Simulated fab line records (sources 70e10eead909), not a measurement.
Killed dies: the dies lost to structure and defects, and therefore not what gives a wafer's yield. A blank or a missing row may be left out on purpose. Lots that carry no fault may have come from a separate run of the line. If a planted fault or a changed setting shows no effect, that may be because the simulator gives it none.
Problem report, 8D (eight disciplines) form, completed by code / flow nand-harc / the parts of the form that need people (team, actions taken, sign-off) are left out

1. THE ISSUE
At NHARC_END_SORT_01, killed-at-periphery averages 657.0 over 2 wafers from 2 lots, while fault-free wafers read 3.4, standard deviation 2.1. That is +99 or more standard deviations from the usual mean.
Earliest sighting: wafer L590.2 on prober-02 at day 22 02:53. At this step, 4 wafers from 2 lots have a number in the record. Rule for "out" (also "out of limits"): further than 4 standard deviations from the usual mean. All remaining wafers that have a number are taken as sound.

2. WHAT IT IS; WHAT IT IS NOT
question=which readings at this step | is=killed-at-periphery, defect-limited-yield, killed-dies, sort_bin_2_pct, sort-n-pass, sort-rim-yield-pct, sort-yield-pct | is not=killed-at-array, killed-open, killed-short, sort_bin_3_pct, sort_bin_4_pct
question=which lots | is=L590, L591 | is not=-
question=which wafers of those lots | is=L590.2, L591.4 | is not=L590.5, L591.1
question=read on which gauges | is=prober-01, prober-02 | is not=-
question=when | is=from day 22 02:53 | is not=up to then (0 sound wafers); but 2 sound wafers of L590, L591 came after

3. THE SUSPECTS, EACH WITH WHAT RULES IT OUT
Counting: if a tool at a process step up to the reading ran every lot that is out, it stays a suspect. Sound lots after the first of them don't rule it out here, since some wafers of a struck lot are sound.
- ruled out: the gauge at NHARC_END_SORT_01. Those wafers that are out were read across 2 gauges (prober-01, prober-02).
- pvd-sputter-01 at NHARC_P_BONDPAD_PVD_27 (deposits Cu, target thk 30 nm, time 20.49 s): kept. It ran every lot that is out, first L590 (day 9 23:15).
Left after counting: pvd-sputter-01 at NHARC_P_BONDPAD_PVD_27.

4. THE CAUSE (what the simulator had put in)
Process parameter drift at NHARC_P_BONDPAD_PVD_27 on pvd-sputter-01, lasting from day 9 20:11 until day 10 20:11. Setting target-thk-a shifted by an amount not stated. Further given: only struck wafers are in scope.
The count eliminated every tool but this one.

5. THE CHAIN OF EFFECTS, in route order
Each row: a reading whose mean over the struck wafers that have a number lies more than 3 standard deviations from the usual. Only readings for which the record gives a usual standard deviation are gone through. hours: the time from each lot's start at the first step in this table that gives one to its start at this step, as a median over the lots. sigmas: the change in usual standard deviations.
hours=0; step=NHARC_END_SORT_01; reading=defect-limited-yield; usual=95.4 %; on struck wafers=0.0; change=-95.4; sigmas=-53
hours=0; step=NHARC_END_SORT_01; reading=killed-at-periphery; usual=3.4; on struck wafers=657.0; change=+653.6; sigmas=+99 or more
hours=0; step=NHARC_END_SORT_01; reading=killed-dies; usual=31; on struck wafers=677; change=+646; sigmas=+54
hours=0; step=NHARC_END_SORT_01; reading=sort_bin_2_pct; usual=1.5 %; on struck wafers=97.3; change=+95.8; sigmas=+99 or more
hours=0; step=NHARC_END_SORT_01; reading=sort-n-pass; usual=646; on struck wafers=0; change=-646; sigmas=-54
hours=0; step=NHARC_END_SORT_01; reading=sort-rim-yield-pct; usual=95.0 %; on struck wafers=0.0; change=-95.0; sigmas=-38
hours=0; step=NHARC_END_SORT_01; reading=sort-yield-pct; usual=95.4 %; on struck wafers=0.0; change=-95.4; sigmas=-53

6. HOW IT WOULD HAVE BEEN CAUGHT EARLIER
The first out-of-limits reading at a measuring or inspecting step in this record came at day 22 02:53, 295 hours after the fault's start at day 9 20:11.
No tool reading at NHARC_P_BONDPAD_PVD_27 that has a usual standard deviation in the record was out on any struck wafer, so an alarm limit of 4 standard deviations on those readings would not have fired.
Each of the lots that are out, 2 in all, had begun NHARC_P_BONDPAD_PVD_27 on pvd-sputter-01 no later than day 22 02:53. None of them would have been spared by holding the tool at that moment.
